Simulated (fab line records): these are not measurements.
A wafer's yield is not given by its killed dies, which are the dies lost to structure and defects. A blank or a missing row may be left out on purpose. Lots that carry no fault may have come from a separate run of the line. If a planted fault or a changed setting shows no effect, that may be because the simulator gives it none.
fab line records || flow nandHarc || part 2 of 2: steps 26 to 38 of 38
record: {"lots": 5, "wafers": 15, "lastDay": 33}
route steps=1302 shown P_BONDPAD@381 A_START@389 A_ZERO_WELL@390 A_SOURCE_PLATE@413
lots that met no fault: taken from a fault-free run of the same line
startH: start of the lot's first displayed wafer, in hours after the record's first day || waitH: hours since the lot's step before || " same as the row above || L1.1+2: a row that stands for several wafers || - no value, or no start was given || * or withheld: withheld || < > ~ a bound
route shown NAME@n: NAME is a module with steps in the file, n the number in the route of the first one || usual: mean and standard deviation over wafers with no fault || same: alike in all rows || chamber/n: place in a boat || sites: each site's reading || _std_site: standard deviation across them || _edge_site: inner sites' mean taken away from outer sites' mean || radiusMm: how far each site lies from the wafer's centre || mask NAME#n: copy n || behind: the most recent tool/chamber to have shaped the wafer || hold: reason for holding the lot/hours on hold/outcome of the hold || device: the transistor (n, p or np) that didn't switch || end of line: the route-end tests of the same wafers || for a step that has no rows: nothing shown but its recipe || killed: the dies lost at the first sort to structure and to defects; this is not the yield of the wafer || map: the dies of a wafer, with x for killed, . for not killed, _ for no die there
set.NAME: the setting the step ran with; set.NAME@STEP: the setting that earlier step ran with || model.NAME: the simulator's own value behind a step, which no gauge read
certain route steps with their lots: each step a table, each wafer a row
services: when a tool's chamber went out of use (startH, in hours from the record's first day, below 0 if earlier), for how many hours, and the reason
== steps ==
step: NHARC_A_ZERO_WELL_PRECLEAN_22
recipe: {"timeS": 60, "tempC": 50, "bathAgeMin": 0, "chemistry": "SC1"}
usual: {"diwFlowMLMin": "1415/4.6", "h2o2FlowMLMin": "56.59/0.16"}
same: {"bathAgeMin": 0}
{"lot.wafer": "L084.1", "tool": "wetBench-03", "chamber": 1, "startH": 235.83, "waitH": 0.2, "diwFlowMLMin": 1411, "h2o2FlowMLMin": 56.41}
{"lot.wafer": "L084.5", "tool": "wetBench-03", "chamber": 2, "startH": 235.83, "waitH": 0.2, "diwFlowMLMin": 1419, "h2o2FlowMLMin": 56.55}
{"lot.wafer": "L084.2", "tool": "wetBench-03", "chamber": 4, "startH": 235.83, "waitH": 0.2, "diwFlowMLMin": 1411, "h2o2FlowMLMin": 56.44}
{"lot.wafer": "L085.6", "tool": "wetBench-03", "chamber": 1, "startH": 247.86, "waitH": 0.0, "diwFlowMLMin": 1414, "h2o2FlowMLMin": 56.52}
{"lot.wafer": "L085.4", "tool": "wetBench-03", "chamber": 2, "startH": 247.86, "waitH": 0.0, "diwFlowMLMin": 1427, "h2o2FlowMLMin": 56.44}
{"lot.wafer": "L085.1", "tool": "wetBench-03", "chamber": 3, "startH": 247.86, "waitH": 0.0, "diwFlowMLMin": 1412, "h2o2FlowMLMin": 56.78}
{"lot.wafer": "L090.2", "tool": "wetBench-02", "chamber": 2, "startH": 298.63, "waitH": 0.2, "diwFlowMLMin": 1414, "h2o2FlowMLMin": 56.64}
{"lot.wafer": "L090.3", "tool": "wetBench-02", "chamber": 3, "startH": 298.63, "waitH": 0.2, "diwFlowMLMin": 1412, "h2o2FlowMLMin": 56.52}
{"lot.wafer": "L090.1", "tool": "wetBench-02", "chamber": 7, "startH": 298.63, "waitH": 0.2, "diwFlowMLMin": 1418, "h2o2FlowMLMin": 56.34}
{"lot.wafer": "L096.3", "tool": "wetBench-06", "chamber": 0, "startH": 358.49, "waitH": 0.1, "diwFlowMLMin": 1421, "h2o2FlowMLMin": 56.51}
{"lot.wafer": "L096.6", "tool": "wetBench-06", "chamber": 1, "startH": 358.49, "waitH": 0.1, "diwFlowMLMin": 1418, "h2o2FlowMLMin": 56.47}
{"lot.wafer": "L096.1", "tool": "wetBench-06", "chamber": 2, "startH": 358.49, "waitH": 0.1, "diwFlowMLMin": 1415, "h2o2FlowMLMin": 56.49}
{"lot.wafer": "L097.2", "tool": "wetBench-06", "chamber": 6, "startH": 367.42, "waitH": 0.2, "diwFlowMLMin": 1417, "h2o2FlowMLMin": 56.60}
{"lot.wafer": "L097.6", "tool": "wetBench-06", "chamber": 0, "startH": 367.42, "waitH": 0.2, "diwFlowMLMin": 1418, "h2o2FlowMLMin": 56.60}
{"lot.wafer": "L097.4", "tool": "wetBench-06", "chamber": 1, "startH": 367.42, "waitH": 0.2, "diwFlowMLMin": 1415, "h2o2FlowMLMin": 56.52}
step: NHARC_A_ZERO_WELL_SRD_23
{"lot.wafer": "L084.1+5+2", "tool": "wetBench-03", "chamber": "1,2,4", "startH": "-", "waitH": "-"}
{"lot.wafer": "L085.6+4+1", "tool": "wetBench-03", "chamber": "1,2,3", "startH": 247.92, "waitH": 0.0}
{"lot.wafer": "L090.2+3+1", "tool": "wetBench-02", "chamber": "2,3,7", "startH": "-", "waitH": "-"}
{"lot.wafer": "L096.3+6+1", "tool": "wetBench-06", "chamber": "0,1,2", "startH": "-", "waitH": "-"}
{"lot.wafer": "L097.2+6+4", "tool": "wetBench-06", "chamber": "6,0,1", "startH": "-", "waitH": "-"}
step: NHARC_A_ZERO_WELL_RTA_16
recipe: {"tempC": 1000, "timeS": 10}
usual: {"lampPowerPct": "32.2/0.54", "wafer_temp_C_max": "1004.4/1.3"}
{"lot.wafer": "L084.1", "tool": "rtpAnneal-02", "chamber": 0, "startH": 235.96, "waitH": "-", "lampPowerPct": 32.5, "wafer_temp_C_max": 1005.9}
{"lot.wafer": "L084.2", "tool": "rtpAnneal-02", "chamber": 0, "startH": 235.96, "waitH": "-", "lampPowerPct": 32.5, "wafer_temp_C_max": 1004.4}
{"lot.wafer": "L084.5", "tool": "rtpAnneal-02", "chamber": 0, "startH": 235.96, "waitH": "-", "lampPowerPct": 32.5, "wafer_temp_C_max": 1006.1}
{"lot.wafer": "L085.1", "tool": "rtpAnneal-02", "chamber": 0, "startH": 248.02, "waitH": 0.1, "lampPowerPct": 32.5, "wafer_temp_C_max": 1004.6}
{"lot.wafer": "L085.4", "tool": "rtpAnneal-02", "chamber": 0, "startH": 248.02, "waitH": 0.1, "lampPowerPct": 32.5, "wafer_temp_C_max": 1004.3}
{"lot.wafer": "L085.6", "tool": "rtpAnneal-02", "chamber": 0, "startH": 248.02, "waitH": 0.1, "lampPowerPct": 32.5, "wafer_temp_C_max": 1004.0}
{"lot.wafer": "L090.1", "tool": "rtpAnneal-01", "chamber": 0, "startH": 298.77, "waitH": "-", "lampPowerPct": 31.2, "wafer_temp_C_max": 1002.6}
{"lot.wafer": "L090.2", "tool": "rtpAnneal-01", "chamber": 0, "startH": 298.77, "waitH": "-", "lampPowerPct": 31.2, "wafer_temp_C_max": 1002.9}
{"lot.wafer": "L090.3", "tool": "rtpAnneal-01", "chamber": 0, "startH": 298.77, "waitH": "-", "lampPowerPct": 31.1, "wafer_temp_C_max": 1002.2}
{"lot.wafer": "L096.1", "tool": "rtpAnneal-02", "chamber": 0, "startH": 358.62, "waitH": "-", "lampPowerPct": 32.5, "wafer_temp_C_max": 1005.2}
{"lot.wafer": "L096.3", "tool": "rtpAnneal-02", "chamber": 0, "startH": 358.62, "waitH": "-", "lampPowerPct": 32.5, "wafer_temp_C_max": 1004.6}
{"lot.wafer": "L096.6", "tool": "rtpAnneal-02", "chamber": 0, "startH": 358.62, "waitH": "-", "lampPowerPct": 32.5, "wafer_temp_C_max": 1005.3}
{"lot.wafer": "L097.2", "tool": "rtpAnneal-02", "chamber": 0, "startH": 367.61, "waitH": "-", "lampPowerPct": 32.5, "wafer_temp_C_max": 1005.3}
{"lot.wafer": "L097.4", "tool": "rtpAnneal-02", "chamber": 0, "startH": 367.61, "waitH": "-", "lampPowerPct": 32.5, "wafer_temp_C_max": 1004.5}
{"lot.wafer": "L097.6", "tool": "rtpAnneal-02", "chamber": 0, "startH": 367.61, "waitH": "-", "lampPowerPct": 32.5, "wafer_temp_C_max": 1004.7}
step: NHARC_A_ZERO_WELL_INSPECT_17
usual: {"rawDefectCount": "12/8"}
{"lot.wafer": "L084.1", "tool": "defectInspect-01", "chamber": "-", "startH": 236.15, "waitH": 0.2, "rawDefectCount": 13}
{"lot.wafer": "L084.2", "tool": "defectInspect-01", "chamber": "-", "startH": 236.15, "waitH": 0.2, "rawDefectCount": 8}
{"lot.wafer": "L084.5", "tool": "defectInspect-01", "chamber": "-", "startH": 236.15, "waitH": 0.2, "rawDefectCount": 18}
{"lot.wafer": "L085.1", "tool": "defectInspect-02", "chamber": "-", "startH": 248.22, "waitH": 0.2, "rawDefectCount": 12}
{"lot.wafer": "L085.4", "tool": "defectInspect-02", "chamber": "-", "startH": 248.22, "waitH": 0.2, "rawDefectCount": 10}
{"lot.wafer": "L085.6", "tool": "defectInspect-02", "chamber": "-", "startH": 248.22, "waitH": 0.2, "rawDefectCount": 12}
{"lot.wafer": "L090.1", "tool": "defectInspect-02", "chamber": "-", "startH": 298.96, "waitH": 0.2, "rawDefectCount": 8}
{"lot.wafer": "L090.2", "tool": "defectInspect-02", "chamber": "-", "startH": 298.96, "waitH": 0.2, "rawDefectCount": 3}
{"lot.wafer": "L090.3", "tool": "defectInspect-02", "chamber": "-", "startH": 298.96, "waitH": 0.2, "rawDefectCount": 8}
{"lot.wafer": "L096.1", "tool": "defectInspect-01", "chamber": "-", "startH": 358.82, "waitH": 0.2, "rawDefectCount": 14}
{"lot.wafer": "L096.3", "tool": "defectInspect-01", "chamber": "-", "startH": 358.82, "waitH": 0.2, "rawDefectCount": 9}
{"lot.wafer": "L096.6", "tool": "defectInspect-01", "chamber": "-", "startH": 358.82, "waitH": 0.2, "rawDefectCount": 14}
{"lot.wafer": "L097.2", "tool": "defectInspect-02", "chamber": "-", "startH": 367.78, "waitH": 0.1, "rawDefectCount": 11}
{"lot.wafer": "L097.4", "tool": "defectInspect-02", "chamber": "-", "startH": 367.78, "waitH": 0.1, "rawDefectCount": 8}
{"lot.wafer": "L097.6", "tool": "defectInspect-02", "chamber": "-", "startH": 367.78, "waitH": 0.1, "rawDefectCount": 11}
step: NHARC_A_SOURCE_PLATE_PRECLEAN_00
recipe: {"timeS": 60, "chemistry": "HF-LAST"}
{"lot.wafer": "L084.2+5+1", "tool": "wetBench-09", "chamber": "7,0,3", "startH": 236.20, "waitH": 0.0}
{"lot.wafer": "L085.6+4+1", "tool": "wetBench-04", "chamber": "3,6,0", "startH": 248.27, "waitH": 0.0}
{"lot.wafer": "L090.2+1+3", "tool": "wetBench-04", "chamber": "7,1,4", "startH": 299.01, "waitH": 0.0}
{"lot.wafer": "L096.3+1+6", "tool": "wetBench-05", "chamber": "3,4,5", "startH": 358.89, "waitH": 0.1}
{"lot.wafer": "L097.6+2+4", "tool": "wetBench-09", "chamber": "3,5,6", "startH": 367.83, "waitH": 0.1}
step: NHARC_A_SOURCE_PLATE_SRD_01
{"lot.wafer": "L084.2+5+1", "tool": "wetBench-09", "chamber": "7,0,3", "startH": "-", "waitH": "-"}
{"lot.wafer": "L085.6+4+1", "tool": "wetBench-04", "chamber": "3,6,0", "startH": "-", "waitH": "-"}
{"lot.wafer": "L090.2+1+3", "tool": "wetBench-04", "chamber": "7,1,4", "startH": "-", "waitH": "-"}
{"lot.wafer": "L096.3+1+6", "tool": "wetBench-05", "chamber": "3,4,5", "startH": "-", "waitH": "-"}
{"lot.wafer": "L097.6+2+4", "tool": "wetBench-09", "chamber": "3,5,6", "startH": "-", "waitH": "-"}
step: NHARC_A_SOURCE_PLATE_OXIDE_02
recipe: {"targetThkA": 100, "tempC": 900, "oxTimeS": 1362, "material": "SiO2"}
usual: {"oxTempC": "900.0/0.4", "zonePowerTopPct": "35.7/1.7"}
{"lot.wafer": "L084.1", "tool": "furnace-02", "chamber": 0, "startH": 239.80, "waitH": "-", "oxTempC": 900.1, "zonePowerTopPct": 33.3}
{"lot.wafer": "L084.2", "tool": "furnace-02", "chamber": 0, "startH": 239.80, "waitH": "-", "oxTempC": 900.5, "zonePowerTopPct": 32.7}
{"lot.wafer": "L084.5", "tool": "furnace-02", "chamber": 0, "startH": 239.80, "waitH": "-", "oxTempC": 900.4, "zonePowerTopPct": 33.1}
{"lot.wafer": "L085.1", "tool": "furnace-02", "chamber": 0, "startH": 250.98, "waitH": "-", "oxTempC": 899.6, "zonePowerTopPct": 33.3}
{"lot.wafer": "L085.4", "tool": "furnace-02", "chamber": 0, "startH": 250.98, "waitH": "-", "oxTempC": 900.4, "zonePowerTopPct": 33.3}
{"lot.wafer": "L085.6", "tool": "furnace-02", "chamber": 0, "startH": 250.98, "waitH": "-", "oxTempC": 899.6, "zonePowerTopPct": 33.7}
{"lot.wafer": "L090.1", "tool": "furnace-08", "chamber": 0, "startH": 302.10, "waitH": "-", "oxTempC": 900.3, "zonePowerTopPct": 35.4}
{"lot.wafer": "L090.2", "tool": "furnace-08", "chamber": 0, "startH": 302.10, "waitH": "-", "oxTempC": 899.6, "zonePowerTopPct": 35.5}
{"lot.wafer": "L090.3", "tool": "furnace-08", "chamber": 0, "startH": 302.10, "waitH": "-", "oxTempC": 899.3, "zonePowerTopPct": 35.5}
{"lot.wafer": "L096.1", "tool": "furnace-01", "chamber": 0, "startH": 362.07, "waitH": "-", "oxTempC": 900.4, "zonePowerTopPct": 37.3}
{"lot.wafer": "L096.3", "tool": "furnace-01", "chamber": 0, "startH": 362.07, "waitH": "-", "oxTempC": 899.8, "zonePowerTopPct": 37.1}
{"lot.wafer": "L096.6", "tool": "furnace-01", "chamber": 0, "startH": 362.07, "waitH": "-", "oxTempC": 900.3, "zonePowerTopPct": 37.4}
{"lot.wafer": "L097.2", "tool": "furnace-02", "chamber": 0, "startH": 370.54, "waitH": "-", "oxTempC": 900.2, "zonePowerTopPct": 33.6}
{"lot.wafer": "L097.4", "tool": "furnace-02", "chamber": 0, "startH": 370.54, "waitH": "-", "oxTempC": 899.9, "zonePowerTopPct": 33.4}
{"lot.wafer": "L097.6", "tool": "furnace-02", "chamber": 0, "startH": 370.54, "waitH": "-", "oxTempC": 900.0, "zonePowerTopPct": 33.5}
step: NHARC_A_SOURCE_PLATE_THK_MEAS_09
recipe: {"thkMeasGauge": "ellipsometry"}
usual: {"thkNm": "9.6/0.92"}
{"lot.wafer": "L084.1", "tool": "filmMetro-01", "chamber": "-", "startH": 243.87, "waitH": 0.4, "thkNm": 9.7}
{"lot.wafer": "L084.2", "tool": "filmMetro-01", "chamber": "-", "startH": 243.87, "waitH": 0.4, "thkNm": 8.5}
{"lot.wafer": "L084.5", "tool": "filmMetro-01", "chamber": "-", "startH": 243.87, "waitH": 0.4, "thkNm": 8.9}
{"lot.wafer": "L085.1", "tool": "filmMetro-02", "chamber": "-", "startH": 254.99, "waitH": 0.4, "thkNm": 8.8}
{"lot.wafer": "L085.4", "tool": "filmMetro-02", "chamber": "-", "startH": 254.99, "waitH": 0.4, "thkNm": 11.5}
{"lot.wafer": "L085.6", "tool": "filmMetro-02", "chamber": "-", "startH": 254.99, "waitH": 0.4, "thkNm": 10.0}
{"lot.wafer": "L090.1", "tool": "filmMetro-02", "chamber": "-", "startH": 306.16, "waitH": 0.4, "thkNm": 9.7}
{"lot.wafer": "L090.2", "tool": "filmMetro-02", "chamber": "-", "startH": 306.16, "waitH": 0.4, "thkNm": 10.1}
{"lot.wafer": "L090.3", "tool": "filmMetro-02", "chamber": "-", "startH": 306.16, "waitH": 0.4, "thkNm": 10.4}
{"lot.wafer": "L096.1", "tool": "filmMetro-01", "chamber": "-", "startH": 366.06, "waitH": 0.4, "thkNm": 9.7}
{"lot.wafer": "L096.3", "tool": "filmMetro-01", "chamber": "-", "startH": 366.06, "waitH": 0.4, "thkNm": 9.6}
{"lot.wafer": "L096.6", "tool": "filmMetro-01", "chamber": "-", "startH": 366.06, "waitH": 0.4, "thkNm": 10.9}
{"lot.wafer": "L097.2", "tool": "filmMetro-01", "chamber": "-", "startH": 374.60, "waitH": 0.4, "thkNm": 8.3}
{"lot.wafer": "L097.4", "tool": "filmMetro-01", "chamber": "-", "startH": 374.60, "waitH": 0.4, "thkNm": 10.5}
{"lot.wafer": "L097.6", "tool": "filmMetro-01", "chamber": "-", "startH": 374.60, "waitH": 0.4, "thkNm": 9.8}
step: NHARC_A_SOURCE_PLATE_PVD_04
recipe: {"targetThkA": 500, "material": "WSi2"}
{"lot.wafer": "L084.2+1+5", "tool": "pvdSputter-01", "chamber": "-", "startH": 243.93, "waitH": 0.1}
{"lot.wafer": "L085.1+4+6", "tool": "pvdSputter-02", "chamber": "-", "startH": 255.07, "waitH": 0.1}
{"lot.wafer": "L090.3+1+2", "tool": "pvdSputter-02", "chamber": "-", "startH": 306.22, "waitH": 0.1}
{"lot.wafer": "L096.3+1+6", "tool": "pvdSputter-03", "chamber": "-", "startH": 366.12, "waitH": 0.1}
{"lot.wafer": "L097.2+4+6", "tool": "pvdSputter-02", "chamber": "-", "startH": 374.69, "waitH": 0.1}
step: NHARC_A_SOURCE_PLATE_CVD_03
recipe: {"targetThkA": 2000, "tempC": 620, "pressureMtorr": 200, "timeS": 4000, "material": "poly-Si"}
usual: {"zonePowerTopPct": "18.4/0.78"}
{"lot.wafer": "L084.1", "tool": "lpcvdPoly-04", "chamber": 0, "startH": 246.36, "waitH": "-", "zonePowerTopPct": 17.8}
{"lot.wafer": "L084.2", "tool": "lpcvdPoly-04", "chamber": 0, "startH": 246.36, "waitH": "-", "zonePowerTopPct": 17.8}
{"lot.wafer": "L084.5", "tool": "lpcvdPoly-04", "chamber": 0, "startH": 246.36, "waitH": "-", "zonePowerTopPct": 17.8}
{"lot.wafer": "L085.1", "tool": "lpcvdPoly-04", "chamber": 0, "startH": 258.40, "waitH": "-", "zonePowerTopPct": 17.9}
{"lot.wafer": "L085.4", "tool": "lpcvdPoly-04", "chamber": 0, "startH": 258.40, "waitH": "-", "zonePowerTopPct": 17.7}
{"lot.wafer": "L085.6", "tool": "lpcvdPoly-04", "chamber": 0, "startH": 258.40, "waitH": "-", "zonePowerTopPct": 17.8}
{"lot.wafer": "L090.1", "tool": "lpcvdPoly-01", "chamber": 0, "startH": 308.73, "waitH": "-", "zonePowerTopPct": 19.6}
{"lot.wafer": "L090.2", "tool": "lpcvdPoly-01", "chamber": 0, "startH": 308.73, "waitH": "-", "zonePowerTopPct": 19.4}
{"lot.wafer": "L090.3", "tool": "lpcvdPoly-01", "chamber": 0, "startH": 308.73, "waitH": "-", "zonePowerTopPct": 19.3}
{"lot.wafer": "L096.1", "tool": "lpcvdPoly-04", "chamber": 0, "startH": 368.55, "waitH": "-", "zonePowerTopPct": 17.9}
{"lot.wafer": "L096.3", "tool": "lpcvdPoly-04", "chamber": 0, "startH": 368.55, "waitH": "-", "zonePowerTopPct": 18.1}
{"lot.wafer": "L096.6", "tool": "lpcvdPoly-04", "chamber": 0, "startH": 368.55, "waitH": "-", "zonePowerTopPct": 17.8}
{"lot.wafer": "L097.2", "tool": "lpcvdPoly-01", "chamber": 0, "startH": 377.17, "waitH": "-", "zonePowerTopPct": 19.6}
{"lot.wafer": "L097.4", "tool": "lpcvdPoly-01", "chamber": 0, "startH": 377.17, "waitH": "-", "zonePowerTopPct": 19.5}
{"lot.wafer": "L097.6", "tool": "lpcvdPoly-01", "chamber": 0, "startH": 377.17, "waitH": "-", "zonePowerTopPct": 19.4}
step: NHARC_A_SOURCE_PLATE_ANNEAL_05
recipe: {"tempC": 850, "timeS": 1800}
usual: {"zonePowerTopPct": "32.2/1.5"}
{"lot.wafer": "L084.1", "tool": "furnace-01", "chamber": 0, "startH": 252.82, "waitH": 3.4, "zonePowerTopPct": 34.2}
{"lot.wafer": "L084.2", "tool": "furnace-01", "chamber": 0, "startH": 252.82, "waitH": 3.4, "zonePowerTopPct": 33.6}
{"lot.wafer": "L084.5", "tool": "furnace-01", "chamber": 0, "startH": 252.82, "waitH": 3.4, "zonePowerTopPct": 33.6}
{"lot.wafer": "L085.1", "tool": "furnace-01", "chamber": 0, "startH": 268.42, "waitH": 7.0, "zonePowerTopPct": 34.3}
{"lot.wafer": "L085.4", "tool": "furnace-01", "chamber": 0, "startH": 268.42, "waitH": 7.0, "zonePowerTopPct": 33.7}
{"lot.wafer": "L085.6", "tool": "furnace-01", "chamber": 0, "startH": 268.42, "waitH": 7.0, "zonePowerTopPct": 33.9}
{"lot.wafer": "L090.1", "tool": "furnace-01", "chamber": 0, "startH": 317.94, "waitH": 6.2, "zonePowerTopPct": 34.3}
{"lot.wafer": "L090.2", "tool": "furnace-01", "chamber": 0, "startH": 317.94, "waitH": 6.2, "zonePowerTopPct": 34.2}
{"lot.wafer": "L090.3", "tool": "furnace-01", "chamber": 0, "startH": 317.94, "waitH": 6.2, "zonePowerTopPct": 34.3}
{"lot.wafer": "L096.1", "tool": "furnace-02", "chamber": 0, "startH": 374.62, "waitH": 2.9, "zonePowerTopPct": 30.6}
{"lot.wafer": "L096.3", "tool": "furnace-02", "chamber": 0, "startH": 374.62, "waitH": 2.9, "zonePowerTopPct": 31.1}
{"lot.wafer": "L096.6", "tool": "furnace-02", "chamber": 0, "startH": 374.62, "waitH": 2.9, "zonePowerTopPct": 30.9}
{"lot.wafer": "L097.2", "tool": "furnace-01", "chamber": 0, "startH": 385.62, "waitH": 5.3, "zonePowerTopPct": 34.5}
{"lot.wafer": "L097.4", "tool": "furnace-01", "chamber": 0, "startH": 385.62, "waitH": 5.3, "zonePowerTopPct": 33.7}
{"lot.wafer": "L097.6", "tool": "furnace-01", "chamber": 0, "startH": 385.62, "waitH": 5.3, "zonePowerTopPct": 33.7}
step: NHARC_A_SOURCE_PLATE_THK_MEAS_06
recipe: {"thkMeasGauge": "ellipsometry"}
usual: {"thkNm": "199.4/1.9"}
{"lot.wafer": "L084.1", "tool": "filmMetro-02", "chamber": "-", "startH": 256.82, "waitH": 0.4, "thkNm": 196.4}
{"lot.wafer": "L084.2", "tool": "filmMetro-02", "chamber": "-", "startH": 256.82, "waitH": 0.4, "thkNm": 199.8}
{"lot.wafer": "L084.5", "tool": "filmMetro-02", "chamber": "-", "startH": 256.82, "waitH": 0.4, "thkNm": 195.0}
{"lot.wafer": "L085.1", "tool": "filmMetro-02", "chamber": "-", "startH": 272.39, "waitH": 0.4, "thkNm": 198.2}
{"lot.wafer": "L085.4", "tool": "filmMetro-02", "chamber": "-", "startH": 272.39, "waitH": 0.4, "thkNm": 199.2}
{"lot.wafer": "L085.6", "tool": "filmMetro-02", "chamber": "-", "startH": 272.39, "waitH": 0.4, "thkNm": 198.4}
{"lot.wafer": "L090.1", "tool": "filmMetro-01", "chamber": "-", "startH": 321.86, "waitH": 0.4, "thkNm": 201.4}
{"lot.wafer": "L090.2", "tool": "filmMetro-01", "chamber": "-", "startH": 321.86, "waitH": 0.4, "thkNm": 199.9}
{"lot.wafer": "L090.3", "tool": "filmMetro-01", "chamber": "-", "startH": 321.86, "waitH": 0.4, "thkNm": 199.1}
{"lot.wafer": "L096.1", "tool": "filmMetro-01", "chamber": "-", "startH": 378.53, "waitH": 0.4, "thkNm": 199.6}
{"lot.wafer": "L096.3", "tool": "filmMetro-01", "chamber": "-", "startH": 378.53, "waitH": 0.4, "thkNm": 199.6}
{"lot.wafer": "L096.6", "tool": "filmMetro-01", "chamber": "-", "startH": 378.53, "waitH": 0.4, "thkNm": 200.1}
{"lot.wafer": "L097.2", "tool": "filmMetro-02", "chamber": "-", "startH": 389.62, "waitH": 0.4, "thkNm": 197.6}
{"lot.wafer": "L097.4", "tool": "filmMetro-02", "chamber": "-", "startH": 389.62, "waitH": 0.4, "thkNm": 197.7}
{"lot.wafer": "L097.6", "tool": "filmMetro-02", "chamber": "-", "startH": 389.62, "waitH": 0.4, "thkNm": 196.2}
step: NHARC_A_SOURCE_PLATE_INSPECT_08
usual: {"rawDefectCount": "59/23"}
{"lot.wafer": "L084.1", "tool": "defectInspect-02", "chamber": "-", "startH": 256.88, "waitH": 0.0, "rawDefectCount": 46}
{"lot.wafer": "L084.2", "tool": "defectInspect-02", "chamber": "-", "startH": 256.88, "waitH": 0.0, "rawDefectCount": 66}
{"lot.wafer": "L084.5", "tool": "defectInspect-02", "chamber": "-", "startH": 256.88, "waitH": 0.0, "rawDefectCount": 55}
{"lot.wafer": "L085.1", "tool": "defectInspect-01", "chamber": "-", "startH": 272.49, "waitH": 0.0, "rawDefectCount": 65}
{"lot.wafer": "L085.4", "tool": "defectInspect-01", "chamber": "-", "startH": 272.49, "waitH": 0.0, "rawDefectCount": 32}
{"lot.wafer": "L085.6", "tool": "defectInspect-01", "chamber": "-", "startH": 272.49, "waitH": 0.0, "rawDefectCount": 57}
{"lot.wafer": "L090.1", "tool": "defectInspect-01", "chamber": "-", "startH": 321.92, "waitH": 0.0, "rawDefectCount": 61}
{"lot.wafer": "L090.2", "tool": "defectInspect-01", "chamber": "-", "startH": 321.92, "waitH": 0.0, "rawDefectCount": 37}
{"lot.wafer": "L090.3", "tool": "defectInspect-01", "chamber": "-", "startH": 321.92, "waitH": 0.0, "rawDefectCount": 57}
{"lot.wafer": "L096.1", "tool": "defectInspect-02", "chamber": "-", "startH": 378.59, "waitH": 0.0, "rawDefectCount": 71}
{"lot.wafer": "L096.3", "tool": "defectInspect-02", "chamber": "-", "startH": 378.59, "waitH": 0.0, "rawDefectCount": 85}
{"lot.wafer": "L096.6", "tool": "defectInspect-02", "chamber": "-", "startH": 378.59, "waitH": 0.0, "rawDefectCount": 68}
{"lot.wafer": "L097.2", "tool": "defectInspect-02", "chamber": "-", "startH": 389.73, "waitH": 0.0, "rawDefectCount": 32}
{"lot.wafer": "L097.4", "tool": "defectInspect-02", "chamber": "-", "startH": 389.73, "waitH": 0.0, "rawDefectCount": 50}
{"lot.wafer": "L097.6", "tool": "defectInspect-02", "chamber": "-", "startH": 389.73, "waitH": 0.0, "rawDefectCount": 53}
== services ==
{"tool": "wetBench-03", "chamber": "-", "startH": 210.44, "hours": 8.0, "kind": "pm"}
{"tool": "lithoTrack-02", "chamber": "-", "startH": 227.00, "hours": 7.0, "kind": "pm"}
{"tool": "wetBench-04", "chamber": "-", "startH": 227.20, "hours": 8.0, "kind": "pm"}
{"tool": "wetBench-02", "chamber": "-", "startH": 244.00, "hours": 8.0, "kind": "pm"}
{"tool": "lithoTrack-07", "chamber": "-", "startH": 251.00, "hours": 7.0, "kind": "pm"}
{"tool": "rieSi-01", "chamber": 1, "startH": 253.05, "hours": 6.5, "kind": "repair"}
{"tool": "wetBench-04", "chamber": "-", "startH": 253.38, "hours": 2.4, "kind": "repair"}
{"tool": "wetBench-09", "chamber": "-", "startH": 255.75, "hours": 1.0, "kind": "repair"}
{"tool": "implanter-01", "chamber": "-", "startH": 256.76, "hours": 3.2, "kind": "repair"}
{"tool": "wetBench-09", "chamber": "-", "startH": 286.05, "hours": 1.3, "kind": "repair"}
{"tool": "rieDiel-06", "chamber": 1, "startH": 286.58, "hours": 8.5, "kind": "repair"}
{"tool": "wetBench-08", "chamber": "-", "startH": 294.40, "hours": 8.0, "kind": "pm"}
{"tool": "lithoTrack-05", "chamber": "-", "startH": 299.00, "hours": 7.0, "kind": "pm"}
{"tool": "rieDiel-06", "chamber": "-", "startH": 307.20, "hours": 9.0, "kind": "pm"}
{"tool": "wetBench-10", "chamber": "-", "startH": 311.20, "hours": 8.0, "kind": "pm"}
{"tool": "implanter-01", "chamber": "-", "startH": 327.00, "hours": 13.0, "kind": "pm"}
{"tool": "rieDiel-06", "chamber": 3, "startH": 329.27, "hours": 9.6, "kind": "repair"}
{"tool": "rieDiel-06", "chamber": 1, "startH": 337.95, "hours": 5.8, "kind": "repair"}
{"tool": "furnace-01", "chamber": "-", "startH": 341.27, "hours": 10.9, "kind": "repair"}
{"tool": "wetBench-09", "chamber": "-", "startH": 352.80, "hours": 8.0, "kind": "pm"}
{"tool": "rieDiel-06", "chamber": 3, "startH": 361.37, "hours": 4.6, "kind": "repair"}
{"tool": "wetBench-08", "chamber": "-", "startH": 366.21, "hours": 26.0, "kind": "repair"}
{"tool": "wetBench-06", "chamber": "-", "startH": 369.60, "hours": 8.0, "kind": "pm"}
{"tool": "rieSi-01", "chamber": "-", "startH": 370.00, "hours": 9.0, "kind": "pm"}
